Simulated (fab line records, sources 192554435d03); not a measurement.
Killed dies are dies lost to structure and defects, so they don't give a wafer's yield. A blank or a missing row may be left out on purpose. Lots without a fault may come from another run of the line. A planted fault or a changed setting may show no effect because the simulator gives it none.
Chamber matching | flow n5_finfet | N5_FIN_SAQP_MANDREL2_REMOVE_60 on rie_si-01: 4 sister chambers
The step chemistry HBr/Cl2/O2, target a-Si, stops on SiNx, bt time 10 s. 16 wafers are shown with their chamber, then 8 later ones without.

WAFERS WITH THEIR CHAMBER
wafer  | chamber | throttle_valve_pct (%) | drypump_motor_current_A (A) | oes_product_au (a.u.)
L076.1 | 0       | 37.00                  | 6.3                         | 1.006
L076.2 | 3       | 36.59                  | 5.7                         | 1.012
L076.4 | 1       | 36.94                  | 5.6                         | 1.013
L077.1 | 0       | 36.99                  | 6.3                         | 0.999
L077.2 | 1       | 36.92                  | 5.6                         | 1.010
L077.5 | 1       | 36.94                  | 5.6                         | 1.018
L082.2 | 1       | 36.92                  | 5.6                         | 0.991
L082.4 | 0       | 36.99                  | 6.3                         | 1.008
L082.6 | 0       | 36.98                  | 6.3                         | 0.993
L084.2 | 0       | 36.99                  | 6.3                         | 1.010
L084.4 | 1       | 36.93                  | 5.6                         | 1.011
L084.5 | 0       | 36.99                  | 6.3                         | 1.005
L085.1 | 1       | 36.94                  | 5.6                         | 1.021
L085.3 | 2       | 36.54                  | 5.8                         | 0.988
L085.5 | 0       | 36.97                  | 6.3                         | 1.012
L089.1 | 3       | 36.57                  | 5.6                         | 1.006

SIGNATURES (means of the wafers above)
reading                 | chamber 0 | chamber 1 | chamber 2 | chamber 3 | scatter within a chamber
throttle_valve_pct      | 36.9871   | 36.9317   | 36.5400   | 36.5800   | 0.0101
drypump_motor_current_A | 6.300     | 5.600     | 5.800     | 5.650     | 0.0204
oes_product_au          | 1.00471   | 1.01067   | 0.98800   | 1.00900   | 0.00834
Rule: a wafer's distance from a chamber is the root of the sum, over the readings, of the square of ((its reading less the chamber's mean) divided by the reading's scatter). The wafer belongs to the nearest chamber; if the next one is less than 2 further off, it can't be placed. The scatter: the root of (the sum of the squares of (reading less its chamber's mean) over the shown wafers, divided by (wafers less chambers)).

WAFERS WITHOUT THEIR CHAMBER
wafer  | throttle_valve_pct (%) | drypump_motor_current_A (A) | oes_product_au (a.u.)
L089.5 | 36.92                  | 5.6                         | 1.020
L089.6 | 36.56                  | 5.8                         | 0.992
L091.2 | 36.53                  | 5.8                         | 0.991
L091.5 | 36.56                  | 5.8                         | 0.993
L091.6 | 36.59                  | 5.6                         | 1.012
L095.3 | 36.94                  | 5.6                         | 1.015
L095.4 | 36.54                  | 5.8                         | 0.995
L095.6 | 36.55                  | 5.8                         | 0.988

WHICH CHAMBER EACH WENT THROUGH
wafer  | from the rows above | in truth
L089.5 | 1                   | 1
L089.6 | 2                   | 2
L091.2 | 2                   | 2
L091.5 | 2                   | 2
L091.6 | 3                   | 3
L095.3 | 1                   | 1
L095.4 | 2                   | 2
L095.6 | 2                   | 2
Placed correctly: 8 of 8. Can't be placed from these rows: 0. Placed wrongly: 0.
